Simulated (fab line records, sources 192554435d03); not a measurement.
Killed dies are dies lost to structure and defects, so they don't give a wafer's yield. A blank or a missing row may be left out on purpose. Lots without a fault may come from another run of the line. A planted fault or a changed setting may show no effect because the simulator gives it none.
One fault seen from 3 desks | flow n5_finfet | each desk has only its own numbers; what lay behind them comes last

THE TOOL OWNER'S DESK: litho_track-02
The tool's own readings at N5_BEOL_M7_COAT_05 (resist thk 90 nm): means of the sampled wafers that have a number, for each lot that ran on this tool. A lot is out of limits, marked OUT, if its mean lies more than 4 standard deviations from the usual mean; the brackets give that distance.
Columns: A = exhaust_pa at N5_BEOL_M7_COAT_05, usual 44.9 Pa; B = spin_speed_rpm at N5_BEOL_M7_COAT_05, usual 1499.9 rpm
lot  | first seen here | A    | B
L991 | day 8 18:53     | 44.6 | 1499.4
L993 | day 9 02:44     | 44.9 | 1501.3
L996 | day 10 01:41    | 44.9 | 1380.1 (-99 or more) OUT
L997 | day 10 07:59    | 45.3 | 1380.6 (-99 or more) OUT
This desk's finding: out of limits on L996, L997; first on L996, day 10 01:41 (spin_speed_rpm at N5_BEOL_M7_COAT_05). In limits: L991, L993.

THE METROLOGY DESK
What the gauges read, lot by lot, whatever tool the lot ran on: means of the sampled wafers that have a number. A lot is out of limits, marked OUT, if its mean lies more than 4 standard deviations from the usual mean; the brackets give that distance.
Columns: A = M6_THK at N5_BEOL_M6_THK_MEAS_53, usual 80.5 nm; B = M6_RS at N5_BEOL_M6_RS_MEAS_57, usual 0.287 ohm/sq; C = M7_ILD_THK at N5_BEOL_M7_THK_MEAS_01, usual 155.4 nm; D = cd_nm at N5_BEOL_M7_CD_MEAS_11, usual 39.0 nm; E = M7_OVL at N5_BEOL_M7_OVL_MEAS_12, usual -0.7 nm
lot  | first seen here | A    | B     | C     | D    | E
L991 | day 8 17:14     | 82.7 | 0.273 | 156.2 | 39.6 | -0.6
L993 | day 9 01:26     | 80.3 | 0.290 | 156.0 | 39.2 | -0.1
L996 | day 10 00:34    | 81.8 | 0.281 | 156.7 | 39.4 | -0.1
L997 | day 10 05:26    | 79.9 | 0.290 | 156.5 | 38.4 | -1.6
L112 | day 14 03:16    | 81.9 | 0.283 | 153.9 | 39.7 | -0.2
L114 | day 14 18:20    | 80.8 | 0.283 | 156.6 | 38.2 | -1.8
This desk's finding: nothing out of limits on any of the 6 lots.

THE DEFECT DESK
What the inspections along the route counted, lot by lot: means of the sampled wafers that have a number. A lot is out of limits, marked OUT, if its mean lies more than 4 standard deviations from the usual mean; the brackets give that distance.
Columns: A = raw_defect_count at N5_BEOL_M6_INSPECT_58, usual 68; B = raw_defect_count at N5_BEOL_M7_INSPECT_13, usual 417
lot  | first seen here | A  | B
L991 | day 8 17:24     | 67 | 388
L993 | day 9 01:36     | 62 | 462
L996 | day 10 00:43    | 50 | 340
L997 | day 10 05:36    | 69 | 393
L112 | day 14 03:26    | 64 | 381
L114 | day 14 18:29    | 79 | 334
This desk's finding: nothing out of limits on any of the 6 lots.

PUT TOGETHER
The tool owner's desk could have raised an alarm at day 10 01:41, on L996, L997.
The metrology desk saw nothing out of limits.
The defect desk saw nothing out of limits.
The metrology desk has L996, L997 on record, within its limits.
The defect desk has L996, L997 on record, within its limits.
Of the lots named, all ran N5_BEOL_M7_COAT_05 on litho_track-02.

WHAT THE SIMULATOR HAD PUT IN
Process parameter drift: litho_track-02, from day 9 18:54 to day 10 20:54, at N5_BEOL_M7_COAT_05. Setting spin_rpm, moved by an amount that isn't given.
Lots struck among those shown: L996, L997.
Hours from the fault's start to each desk's first reading out of limits: the tool owner's desk, 7.
